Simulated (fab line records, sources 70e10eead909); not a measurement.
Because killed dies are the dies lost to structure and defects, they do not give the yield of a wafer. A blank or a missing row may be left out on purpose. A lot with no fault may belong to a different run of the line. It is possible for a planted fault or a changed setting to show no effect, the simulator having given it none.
Matching of chambers + flow nand-harc + NHARC_A_CONTACT_ETCH_106 on rie-diel-06 has 4 sister chambers
The step etches the open film in CF4/O2, target depth 90 nm, overetch 9 nm, time 49.5 s. 14 wafers are shown with their chamber, then 7 later ones without.

## WAFERS PAIRED WITH THEIR CHAMBERS
| wafer  | chamber | drypump-motor-current-A (A) | rf-vpp-V (V) | run-length-s (s) |
|--------|---------|-----------------------------|--------------|------------------|
| L171.1 | 0       | 6.2                         | 195.5        | 71.2             |
| L171.4 | 1       | 4.9                         | 198.7        | 70.9             |
| L171.6 | 0       | 6.1                         | 195.2        | 71.4             |
| L178.1 | 0       | 6.1                         | 194.9        | 71.1             |
| L178.3 | 2       | 5.8                         | 196.9        | 71.1             |
| L178.6 | 2       | 5.8                         | 195.8        | 71.3             |
| L177.1 | 0       | 6.2                         | 197.1        | 71.1             |
| L177.5 | 0       | 6.2                         | 194.8        | 71.1             |
| L177.6 | 3       | 5.9                         | 196.3        | 70.9             |
| L179.2 | 3       | 5.9                         | 196.5        | 70.6             |
| L179.3 | 2       | 5.8                         | 195.2        | 70.8             |
| L179.5 | 0       | 6.1                         | 196.2        | 71.5             |
| L183.2 | 3       | 5.9                         | 198.1        | 70.5             |
| L183.4 | 0       | 6.1                         | 198.1        | 71.5             |

SIGNATURES (means of the wafers above)
| reading                 | chamber 0 | chamber 1 | chamber 2 | chamber 3 | scatter within a chamber |
|-------------------------|-----------|-----------|-----------|-----------|--------------------------|
| drypump-motor-current-A | 6.143     | 4.900     | 5.800     | 5.900     | 0.0414                   |
| rf-vpp-V                | 195.971   | 198.700   | 195.967   | 196.967   | 1.12                     |
| run-length-s            | 71.271    | 70.900    | 71.067    | 70.667    | 0.207                    |
Rule: for a wafer and a chamber, the distance is found by dividing, reading by reading, the gap between the wafer's reading and the chamber's mean by the reading's scatter, squaring, summing and taking the root. The wafer belongs to the nearest chamber; if the next one is less than 2 further off, it can't be placed. The scatter: take each reading less its chamber's mean, square it, sum over the shown wafers, divide by the number of wafers less the number of chambers, and take the root.

## WAFERS WHOSE CHAMBER IS MISSING
| wafer  | drypump-motor-current-A (A) | rf-vpp-V (V) | run-length-s (s) |
|--------|-----------------------------|--------------|------------------|
| L183.5 | 5.8                         | 197.5        | 70.8             |
| L185.3 | 4.8                         | 196.2        | 70.6             |
| L185.5 | 6.1                         | 196.4        | 71.6             |
| L185.6 | 5.9                         | 197.6        | 71.1             |
| L186.1 | 5.8                         | 196.4        | 70.8             |
| L186.2 | 4.8                         | 196.9        | 70.6             |
| L186.5 | 6.1                         | 196.6        | 71.3             |

## CHAMBER TAKEN BY EACH
| wafer  | from the rows above     | in truth |
|--------|-------------------------|----------|
| L183.5 | can't be placed: 2 or 3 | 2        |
| L185.3 | 1                       | 1        |
| L185.5 | 0                       | 0        |
| L185.6 | can't be placed: 3 or 2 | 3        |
| L186.1 | can't be placed: 2 or 3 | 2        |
| L186.2 | 1                       | 1        |
| L186.5 | 0                       | 0        |
Correctly placed: 4 of 7. These rows do not allow placing 3 (true chamber among the candidates in 3). Placed wrongly: 0.
